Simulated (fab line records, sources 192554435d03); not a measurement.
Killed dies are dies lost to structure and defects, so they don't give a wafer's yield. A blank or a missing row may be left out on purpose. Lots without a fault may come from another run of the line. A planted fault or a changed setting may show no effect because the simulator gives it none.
A struck lot beside a sound one | flow n5_finfet | 16 steps out of a route of 1938
Sound: wafers L230.3, L230.4, L230.5. Struck: wafers L228.1, L228.4, L228.5. The cause comes at the end.
At each step with rows: each side's tool, then ch and its chambers, then its first start. Under that, the readings that differ: sound wafers | struck wafers | difference of the means | sigmas: that difference in standard deviations of wafers without a fault.
alike: readings whose means differ by less than 2 such deviations, and words and numbers that are the same on both sides. not compared: withheld readings, readings that some wafer has no value for, bounds like >300 that may hide the same value, and numbers for which the record gives no deviation and whose values overlap.
The two part at a step that has a row with sigmas, a row that says differs or no value, or rows on one side only. Numbers that don't overlap but have no deviation are shown without sigmas and don't part them. A reading that every wafer of one side lacks parts them only if that side has two wafers or more.

first, 8 steps without rows for these wafers: N5_BEOL_M3_COAT_68 (time 60 s, resist thk 12 nm); N5_BEOL_M3_COAT_76 (time 60 s, resist thk 5 nm); N5_BEOL_M3_COAT_22 (resist thk 30 nm); N5_BEOL_M3_EBR_24; N5_BEOL_M3_SOFTBAKE_23 (time 60 s); N5_BEOL_M3_EXPOSE_25 (exposes mask V2, defocus 5 nm); N5_BEOL_M3_PEB_26 (peb time 60 s); N5_BEOL_M3_DEVELOP_27 (develop time 30 s).
N5_BEOL_M3_CD_MEAS_28: target cd 25.7 nm, target cd y 23.3 nm.
  sound on cd_sem-03 ch 0, day 12 07:14; struck on cd_sem-03 ch 0, day 12 06:07
  alike: cd_nm
N5_BEOL_M3_OVL_MEAS_29:
  sound on overlay-01 ch 0, day 12 07:17; struck on overlay-01 ch 0, day 12 06:08
  alike: V2_OVL
N5_BEOL_M3_INSPECT_30: inspects for defects (brightfield).
  sound on defect_inspect-02, day 12 07:20; struck on defect_inspect-01, day 12 06:12
  alike: raw_defect_count
N5_BEOL_M3_DESCUM_33: chemistry O2, time 7 s.
  sound on rie_diel-05 ch 0,2,3, day 12 07:52; struck on rie_diel-06 ch 0,1,2, day 12 06:15
  alike: drypump_motor_current_A, oes_product_au, rf_vpp_V, showerhead_plenum_p_Torr, throttle_valve_pct
  not compared: rf_hours_counter_h
N5_BEOL_M3_ETCH_77: etches underlayer in N2/H2, target depth 6.5 nm, time 5.2 s.
  sound on rie_diel-05 ch 0,2,3, day 12 07:55; struck on rie_diel-06 ch 0,1,2, day 12 06:17
  reading               | sound          | struck         | difference | sigmas
  etch_rf_on_time_s (s) | 5.20 5.21 5.36 | 3.65 3.44 3.47 | -1.74      | -14
  oes_product_au (a.u.) | 0.78 0.62 0.58 | 0.93 0.78 0.81 | +0.18      | +2
  alike: drypump_motor_current_A, rf_vpp_V, showerhead_plenum_p_Torr, throttle_valve_pct
  not compared: rf_hours_counter_h
N5_BEOL_M3_ETCH_69: etches SiARC in CF4, target depth 15.6 nm, time 26 s.
  sound on rie_diel-05 ch 0,2,3, day 12 07:56; struck on rie_diel-06 ch 0,3, day 12 06:18
  alike: drypump_motor_current_A, etch_rf_on_time_s, oes_product_au, rf_vpp_V, showerhead_plenum_p_Torr, throttle_valve_pct
  not compared: rf_hours_counter_h
N5_BEOL_M4_RC_MEAS_101:
  sound on prober-01 ch 0, day 14 16:14; struck on prober-02 ch 0, day 14 01:43
  alike: DIBL_N, DIBL_P, IOFF_N, IOFF_P, ION_N, ION_P, SS_N, SS_P, VT_N, VT_P
-- the record jumps here: 5 days lie between the struck wafers' starts before and after (it left off in module BEOL_M4 and takes up again in module PASSIVATION, whose first step shown is number 1936 of the route) --
N5_PASSIVATION_PROBE_49:
  the record has rows for the struck wafers here (prober-01, day 18 15:51) and none for the sound ones

WHERE THEY PART
First at N5_BEOL_M3_ETCH_77; last, within this record, at N5_PASSIVATION_PROBE_49.

WHY: what the simulator had put in
Process parameter drift: rie_diel-06, from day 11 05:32 on, at N5_BEOL_M3_ETCH_77. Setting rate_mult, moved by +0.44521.
